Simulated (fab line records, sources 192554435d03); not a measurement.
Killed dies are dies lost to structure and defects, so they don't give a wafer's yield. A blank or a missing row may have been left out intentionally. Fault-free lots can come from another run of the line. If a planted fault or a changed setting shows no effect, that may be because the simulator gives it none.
fab line records :: flow n5_finfet :: part 2 of 2: steps 8 to 8 of 8
record
  lots=7
  wafers=21
  last_day=21
route steps=1938 shown BEOL_M4@1111 BEOL_M9@1439 BEOL_M15@1830 PASSIVATION@1936
lots untouched by any fault: they come from a run of this same line in which no faults occurred
start_h: start of the lot's first displayed wafer, in hours after the record's first day :: wait_h: hours since the lot's step before :: " repeats the value in the row above :: L1.1+2: several wafers, shown together as one row :: - value missing, or start not given :: * or withheld: withheld :: < > ~ a bound
route shown NAME@n: NAME is a module with steps in the file, n the number in the route of the first one :: usual: mean/standard deviation taken from wafers without a fault :: same: alike in all rows :: chamber/n: place in a boat :: sites: per-site readings :: _std_site: standard deviation of those values :: _edge_site: the outer-site mean with the inner-site mean subtracted :: radius_mm: for every site, how far away it sits from the centre of the wafer :: mask NAME#n: copy n :: behind: the tool/chamber that last shaped the wafer :: hold: reason for holding the lot/hours on hold/outcome of the hold :: device: the transistor (n, p or np) that didn't switch :: end of line: tests of these same wafers at the route's end :: a step without rows: its recipe alone :: killed: count of dies lost to structure and defects at first sort (not the wafer's yield) :: map: a wafer's dies, x killed, . not, _ none there
set.NAME: the setting that was run; set.NAME@STEP: the one run at that earlier step :: model.NAME: the simulator's own value behind a step, which no gauge read
one table for each step of the route and one row for each wafer, over a sample of lots
services: a tool's chamber out of use, with start hour (start_h, from the record's first day; less than 0 if before it), hours out, and reason
## steps
# step N5_PASSIVATION_PROBE_49
# usual
  defect_limited_yield=91.1/1.4
  killed_at_M0_to_M3=34/9.6
  killed_at_M4_up=15/5.3
  killed_at_contacts=12/6.1
  killed_at_front_end=40/11
  killed_at_other=3.5/2.8
  killed_dies=105/17
  killed_on_rim=14/4.3
  killed_open=70/12
  killed_short=34/7.7
  sort_bin_4_leakage=0.01/0.07
  sort_bin_5_function=5.2/0.97
  sort_bin_6_memory=3.4/0.62
  sort_bin_8_speed=0.00/0.023
  sort_n_pass=1075/17
  sort_yield_pct=91.1/1.4
# same
  gross_dies=1180
  killed_at_back_side=0
lot.wafer: L845.2
tool: prober-01
chamber: -
start_h: 403.44
wait_h: 0.1
defect_limited_yield[%]: 70.3
killed_at_M0_to_M3: 28
killed_at_M4_up: 264
killed_at_contacts: 21
killed_at_front_end: 36
killed_at_other: 1
killed_dies: 350
killed_on_rim: 152
killed_open: 65
killed_short: 34
sort_bin_4_leakage[%]: 0
sort_bin_5_function[%]: 4.9
sort_bin_6_memory[%]: 3.1
sort_bin_8_speed[%]: 0
sort_n_pass: 830
sort_yield_pct[%]: 70.3

lot.wafer: L845.3
tool: prober-01
chamber: -
start_h: 403.49
wait_h: 0.1
defect_limited_yield[%]: 89.5
killed_at_M0_to_M3: 38
killed_at_M4_up: 18
killed_at_contacts: 13
killed_at_front_end: 53
killed_at_other: 2
killed_dies: 124
killed_on_rim: 15
killed_open: 83
killed_short: 41
sort_bin_4_leakage[%]: 0.08
sort_bin_5_function[%]: 5.9
sort_bin_6_memory[%]: 4.0
sort_bin_8_speed[%]: 0
sort_n_pass: 1055
sort_yield_pct[%]: 89.4

lot.wafer: L845.4
tool: prober-01
chamber: -
start_h: 403.54
wait_h: 0.2
defect_limited_yield[%]: 47.8
killed_at_M0_to_M3: 41
killed_at_M4_up: 528
killed_at_contacts: 11
killed_at_front_end: 36
killed_at_other: 0
killed_dies: 616
killed_on_rim: 11
killed_open: 60
killed_short: 39
sort_bin_4_leakage[%]: 0
sort_bin_5_function[%]: 4.8
sort_bin_6_memory[%]: 3.1
sort_bin_8_speed[%]: 0
sort_n_pass: 564
sort_yield_pct[%]: 47.8

lot.wafer: L847.1
tool: prober-02
chamber: -
start_h: 407.84
wait_h: 0.0
defect_limited_yield[%]: 50.6
killed_at_M0_to_M3: 35
killed_at_M4_up: 506
killed_at_contacts: 12
killed_at_front_end: 28
killed_at_other: 2
killed_dies: 583
killed_on_rim: 9
killed_open: 58
killed_short: 31
sort_bin_4_leakage[%]: 0
sort_bin_5_function[%]: 4.2
sort_bin_6_memory[%]: 3.3
sort_bin_8_speed[%]: 0
sort_n_pass: 597
sort_yield_pct[%]: 50.6

lot.wafer: L847.2
tool: prober-02
chamber: -
start_h: 407.89
wait_h: 0.1
defect_limited_yield[%]: 77.3
killed_at_M0_to_M3: 39
killed_at_M4_up: 189
killed_at_contacts: 11
killed_at_front_end: 27
killed_at_other: 2
killed_dies: 268
killed_on_rim: 152
killed_open: 63
killed_short: 32
sort_bin_4_leakage[%]: 0
sort_bin_5_function[%]: 5.6
sort_bin_6_memory[%]: 2.4
sort_bin_8_speed[%]: 0
sort_n_pass: 912
sort_yield_pct[%]: 77.3

lot.wafer: L847.6
tool: prober-02
chamber: -
start_h: 408.09
wait_h: 0.3
defect_limited_yield[%]: 73.2
killed_at_M0_to_M3: 48
killed_at_M4_up: 213
killed_at_contacts: 12
killed_at_front_end: 38
killed_at_other: 5
killed_dies: 316
killed_on_rim: 14
killed_open: 74
killed_short: 42
sort_bin_4_leakage[%]: 0
sort_bin_5_function[%]: 6.5
sort_bin_6_memory[%]: 3.3
sort_bin_8_speed[%]: 0
sort_n_pass: 864
sort_yield_pct[%]: 73.2

lot.wafer: L846.2
tool: prober-01
chamber: -
start_h: 412.24
wait_h: 0.1
defect_limited_yield[%]: 88.8
killed_at_M0_to_M3: 32
killed_at_M4_up: 14
killed_at_contacts: 16
killed_at_front_end: 59
killed_at_other: 11
killed_dies: 132
killed_on_rim: 13
killed_open: 87
killed_short: 43
sort_bin_4_leakage[%]: 0
sort_bin_5_function[%]: 7.1
sort_bin_6_memory[%]: 3.7
sort_bin_8_speed[%]: 0
sort_n_pass: 1048
sort_yield_pct[%]: 88.8

lot.wafer: L846.4
tool: prober-01
chamber: -
start_h: 412.34
wait_h: 0.2
defect_limited_yield[%]: 66.4
killed_at_M0_to_M3: 45
killed_at_M4_up: 301
killed_at_contacts: 12
killed_at_front_end: 26
killed_at_other: 12
killed_dies: 396
killed_on_rim: 152
killed_open: 71
killed_short: 36
sort_bin_4_leakage[%]: 0
sort_bin_5_function[%]: 5.9
sort_bin_6_memory[%]: 3.1
sort_bin_8_speed[%]: 0
sort_n_pass: 784
sort_yield_pct[%]: 66.4

lot.wafer: L846.5
tool: prober-01
chamber: -
start_h: 412.39
wait_h: 0.2
defect_limited_yield[%]: 55.2
killed_at_M0_to_M3: 52
killed_at_M4_up: 416
killed_at_contacts: 14
killed_at_front_end: 43
killed_at_other: 4
killed_dies: 529
killed_on_rim: 152
killed_open: 81
killed_short: 41
sort_bin_4_leakage[%]: 0
sort_bin_5_function[%]: 5.8
sort_bin_6_memory[%]: 4.2
sort_bin_8_speed[%]: 0
sort_n_pass: 651
sort_yield_pct[%]: 55.2

lot.wafer: L848.1
tool: prober-02
chamber: -
start_h: 413.05
wait_h: 0.0
defect_limited_yield[%]: 91.9
killed_at_M0_to_M3: 22
killed_at_M4_up: 8
killed_at_contacts: 15
killed_at_front_end: 48
killed_at_other: 2
killed_dies: 95
killed_on_rim: 8
killed_open: 66
killed_short: 28
sort_bin_4_leakage[%]: 0
sort_bin_5_function[%]: 3.6
sort_bin_6_memory[%]: 4.2
sort_bin_8_speed[%]: 0
sort_n_pass: 1085
sort_yield_pct[%]: 91.9

lot.wafer: L848.3
tool: prober-02
chamber: -
start_h: 413.15
wait_h: 0.1
defect_limited_yield[%]: 92.4
killed_at_M0_to_M3: 28
killed_at_M4_up: 11
killed_at_contacts: 14
killed_at_front_end: 32
killed_at_other: 5
killed_dies: 90
killed_on_rim: 11
killed_open: 60
killed_short: 30
sort_bin_4_leakage[%]: 0
sort_bin_5_function[%]: 5.1
sort_bin_6_memory[%]: 2.3
sort_bin_8_speed[%]: 0
sort_n_pass: 1090
sort_yield_pct[%]: 92.4

lot.wafer: L848.6
tool: prober-02
chamber: -
start_h: 413.30
wait_h: 0.3
defect_limited_yield[%]: 88.8
killed_at_M0_to_M3: 45
killed_at_M4_up: 16
killed_at_contacts: 16
killed_at_front_end: 55
killed_at_other: 0
killed_dies: 132
killed_on_rim: 20
killed_open: 87
killed_short: 45
sort_bin_4_leakage[%]: 0
sort_bin_5_function[%]: 6.8
sort_bin_6_memory[%]: 4.2
sort_bin_8_speed[%]: 0
sort_n_pass: 1048
sort_yield_pct[%]: 88.8

lot.wafer: L860.1
tool: prober-02
chamber: -
start_h: 482.96
wait_h: 0.0
defect_limited_yield[%]: 91.5
killed_at_M0_to_M3: 27
killed_at_M4_up: 19
killed_at_contacts: 13
killed_at_front_end: 34
killed_at_other: 7
killed_dies: 100
killed_on_rim: 16
killed_open: 74
killed_short: 26
sort_bin_4_leakage[%]: 0
sort_bin_5_function[%]: 4.9
sort_bin_6_memory[%]: 3.3
sort_bin_8_speed[%]: 0
sort_n_pass: 1080
sort_yield_pct[%]: 91.5

lot.wafer: L860.3
tool: prober-02
chamber: -
start_h: 483.06
wait_h: 0.1
defect_limited_yield[%]: 92.5
killed_at_M0_to_M3: 33
killed_at_M4_up: 8
killed_at_contacts: 11
killed_at_front_end: 34
killed_at_other: 2
killed_dies: 88
killed_on_rim: 14
killed_open: 52
killed_short: 34
sort_bin_4_leakage[%]: 0
sort_bin_5_function[%]: 4.2
sort_bin_6_memory[%]: 2.9
sort_bin_8_speed[%]: 0.25
sort_n_pass: 1089
sort_yield_pct[%]: 92.3

lot.wafer: L860.4
tool: prober-02
chamber: -
start_h: 483.11
wait_h: 0.2
defect_limited_yield[%]: 91.0
killed_at_M0_to_M3: 25
killed_at_M4_up: 19
killed_at_contacts: 1
killed_at_front_end: 59
killed_at_other: 2
killed_dies: 106
killed_on_rim: 13
killed_open: 72
killed_short: 33
sort_bin_4_leakage[%]: 0
sort_bin_5_function[%]: 5.2
sort_bin_6_memory[%]: 3.7
sort_bin_8_speed[%]: 0
sort_n_pass: 1074
sort_yield_pct[%]: 91.0
# killed by level:class
L845.2 BEOL_M9:area_cmp=251 MOL_CONTACT_COAG:geometric_particle:open=16 FIN_SAQP:geometric_particle:open=10 FIN_SAQP:geometric_particle:short=9 BEOL_M1:geometric_particle:open=6 BEOL_M2:geometric_particle:open=6 BEOL_M4:geometric_particle:open=6 MOL_CONTACT_COAG:geometric_particle:short=5
L845.3 FIN_SAQP:geometric_particle:open=16 BEOL_M0_SAQP:geometric_particle:short=11 MOL_CONTACT_COAG:geometric_particle:open=10 BEOL_M0_SAQP:geometric_particle:open=9 BEOL_M4:geometric_particle:open=9 FIN_SAQP:geometric_particle:short=8 STI_FIN_REVEAL:geometric_particle:open=7 BEOL_M1:geometric_particle:open=5
L845.4 BEOL_M9:area_cmp=517 FIN_SAQP:geometric_particle:open=15 BEOL_M0_SAQP:geometric_particle:short=12 MOL_CONTACT_COAG:geometric_particle:open=9 FIN_SAQP:geometric_particle:short=8 BEOL_M3:geometric_particle:open=8 BEOL_M0_SAQP:geometric_particle:open=6 BEOL_M4:geometric_particle:open=6
L847.1 BEOL_M9:area_cmp=494 MOL_CONTACT_COAG:geometric_particle:open=8 BEOL_M0_SAQP:geometric_particle:short=7 BEOL_M2:geometric_particle:open=7 BEOL_M3:geometric_particle:open=6 GATE_CUT:geometric_particle:short=6 BEOL_M0_SAQP:geometric_particle:open=5 BEOL_M4:geometric_particle:open=5
L847.2 BEOL_M9:area_cmp=171 BEOL_M0_SAQP:geometric_particle:open=13 MOL_CONTACT_COAG:geometric_particle:open=10 BEOL_M4:geometric_particle:open=9 BEOL_M0_SAQP:geometric_particle:short=8 BEOL_M2:geometric_particle:open=6 DUMMY_GATE:geometric_particle:open=5 FIN_SAQP:geometric_particle:short=4
L847.6 BEOL_M9:area_cmp=197 BEOL_M2:geometric_particle:open=12 FIN_SAQP:geometric_particle:short=11 BEOL_M1:geometric_particle:open=10 MOL_CONTACT_COAG:geometric_particle:open=9 BEOL_M0_SAQP:geometric_particle:open=9 BEOL_M0_SAQP:geometric_particle:short=7 BEOL_M4:geometric_particle:open=6
L846.2 STI_FIN_REVEAL:geometric_particle:open=20 MOL_CONTACT_COAG:geometric_particle:open=13 BEOL_M1:geometric_particle:open=10 BEOL_M4:geometric_particle:open=9 BEOL_M0_SAQP:geometric_particle:open=8 FIN_SAQP:geometric_particle:short=7 BEOL_M0_SAQP:geometric_particle:short=6 BEOL_M2:geometric_particle:open=5
L846.4 BEOL_M9:area_cmp=287 BEOL_M3:geometric_particle:open=12 BEOL_M4:geometric_particle:open=11 BEOL_M0_SAQP:geometric_particle:short=10 MOL_CONTACT_COAG:geometric_particle:open=10 BEOL_M1:geometric_particle:open=9 BEOL_M0_SAQP:geometric_particle:open=6 MIM_TOP_ETCH:geometric_particle:short=5
L846.5 BEOL_M9:area_cmp=406 BEOL_M0_SAQP:geometric_particle:short=15 STI_FIN_REVEAL:geometric_particle:open=14 MOL_CONTACT_COAG:geometric_particle:open=13 BEOL_M2:geometric_particle:open=11 BEOL_M0_SAQP:geometric_particle:open=9 GATE_CUT:geometric_particle:short=7 BEOL_M1:geometric_particle:open=6
L848.1 STI_FIN_REVEAL:geometric_particle:open=14 FIN_SAQP:geometric_particle:open=10 MOL_CONTACT_COAG:geometric_particle:open=10 BEOL_M0_SAQP:geometric_particle:open=9 BEOL_M0_SAQP:geometric_particle:short=6 ILD0:geometric_particle:short=5 MOL_CONTACT_COAG:geometric_particle:short=5 GATE_CUT:geometric_particle:short=4
L848.3 MOL_CONTACT_COAG:geometric_particle:open=10 BEOL_M0_SAQP:geometric_particle:open=10 FIN_SAQP:geometric_particle:open=8 BEOL_M0_SAQP:geometric_particle:short=8 STI_FIN_REVEAL:geometric_particle:open=7 BEOL_M4:geometric_particle:open=6 BEOL_M1:geometric_particle:open=5 STARTING-WAFER:geometric_particle:short=5
L848.6 BEOL_M0_SAQP:geometric_particle:open=18 FIN_SAQP:geometric_particle:open=13 FIN_SAQP:geometric_particle:short=11 STI_FIN_REVEAL:geometric_particle:open=11 MOL_CONTACT_COAG:geometric_particle:open=10 BEOL_M0_SAQP:geometric_particle:short=9 BEOL_M4:geometric_particle:open=8 MOL_CONTACT_COAG:geometric_particle:short=6
L860.1 MOL_CONTACT_COAG:geometric_particle:open=10 FIN_SAQP:geometric_particle:open=9 BEOL_M0_SAQP:geometric_particle:open=9 BEOL_M4:geometric_particle:open=9 BEOL_M0_SAQP:geometric_particle:short=5 DUMMY_GATE:geometric_particle:open=4 BEOL_M0:geometric_particle:open=4 MIM_TOP:geometric_particle:open=4
L860.3 MOL_CONTACT_COAG:geometric_particle:open=11 BEOL_M0_SAQP:geometric_particle:open=9 FIN_SAQP:geometric_particle:short=8 BEOL_M3:geometric_particle:open=7 FIN_SAQP:geometric_particle:open=5 BEOL_M0_SAQP:geometric_particle:short=5 BEOL_M1:geometric_particle:open=4 STI_FIN_REVEAL:geometric_particle:open=3
L860.4 FIN_SAQP:geometric_particle:open=21 FIN_SAQP:geometric_particle:short=12 BEOL_M1:geometric_particle:open=10 BEOL_M4:geometric_particle:open=10 STARTING-WAFER:geometric_particle:short=5 DUMMY_GATE:geometric_particle:open=4 BEOL_M0_SAQP:geometric_particle:open=4 BEOL_M8:geometric_particle:open=4
## services
tool: cmp-02
chamber: -
start_h: 300.10
hours: 14.5
kind: pm

tool: cmp-01
chamber: -
start_h: 323.84
hours: 4.0
kind: pm

tool: rie_diel-06
chamber: 2
start_h: 340.34
hours: 7.7
kind: repair

tool: cmp-03
chamber: -
start_h: 340.41
hours: 4.6
kind: repair

tool: rie_diel-02
chamber: 1
start_h: 357.58
hours: 23.7
kind: repair

tool: rie_diel-02
chamber: -
start_h: 358.10
hours: 0.8
kind: repair

tool: rie_diel-03
chamber: 2
start_h: 363.34
hours: -
kind: clean

tool: rie_diel-03
chamber: 2
start_h: 363.34
hours: -
kind: consumable_replace:focus_ring

tool: rie_diel-03
chamber: 2
start_h: 363.34
hours: -
kind: consumable_replace:showerhead

tool: rie_diel-03
chamber: 2
start_h: 363.34
hours: 22.2
kind: scheduled_down

tool: cmp-03
chamber: -
start_h: 372.88
hours: 3.3
kind: repair

tool: uv_cure-01
chamber: -
start_h: 373.82
hours: 22.2
kind: pm

tool: cmp-01
chamber: -
start_h: 380.94
hours: 0.4
kind: repair

tool: rie_diel-02
chamber: 2
start_h: 383.25
hours: -
kind: clean

tool: rie_diel-02
chamber: 2
start_h: 383.25
hours: -
kind: consumable_replace:focus_ring

tool: rie_diel-02
chamber: 2
start_h: 383.25
hours: -
kind: consumable_replace:showerhead

tool: rie_diel-02
chamber: 2
start_h: 383.25
hours: 17.0
kind: scheduled_down

tool: rie_diel-02
chamber: 2
start_h: 383.25
hours: 17.0
kind: vent_cycle

tool: cmp-02
chamber: -
start_h: 395.74
hours: 0.8
kind: repair

tool: pvd_sputter-02
chamber: -
start_h: 409.67
hours: 7.3
kind: repair

tool: cmp-01
chamber: -
start_h: 410.01
hours: 7.3
kind: pm

tool: cmp-01
chamber: -
start_h: 422.39
hours: 0.8
kind: repair

tool: pvd_sputter-01
chamber: -
start_h: 426.95
hours: 3.4
kind: repair

tool: cmp-02
chamber: -
start_h: 427.15
hours: 0.5
kind: repair
## key
first_sign
  step=N5_BEOL_M9_ANNEAL_51
  reading=tool_record
  direction=missing
effect
  step=N5_BEOL_M9_CMP_52
  reading=barrier_field_endpoint_s
  direction=up
  sigmas=7.2
  usual=28.6
  struck=34.4
effect
  step=N5_BEOL_M15_RC_MEAS_101
  reading=COMB_M9
  direction=up
  sigmas=99+
  usual=1.42e-11
  struck=~0.00031746
  wafers_moved=3
effect
  step=N5_PASSIVATION_PROBE_49
  reading=killed_at_M4_up
  direction=up
  sigmas=49
  usual=15
  struck=272
  wafers_moved=7
more_kills_born_at
  N5_BEOL_M9_CMP_52@cmp-02=1555
  N5_BEOL_M9_CMP_52@cmp-01=768
met_at N5_BEOL_M9_ANNEAL_51
struck_lots L845,L846,L847
not_acting_at N5_BEOL_M9_ETCH_65,N5_BEOL_M9_CURE_72,N5_BEOL_M9_PRE_CLEAN_45
onset_between 317.05 332.48
fault
  kind=skipped_step_whole
  tool=rtp_anneal-01,rtp_anneal-02
  chamber=-
  onset_h=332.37
  steps=N5_BEOL_M9_ANNEAL_51
  scope=struck_lots_only
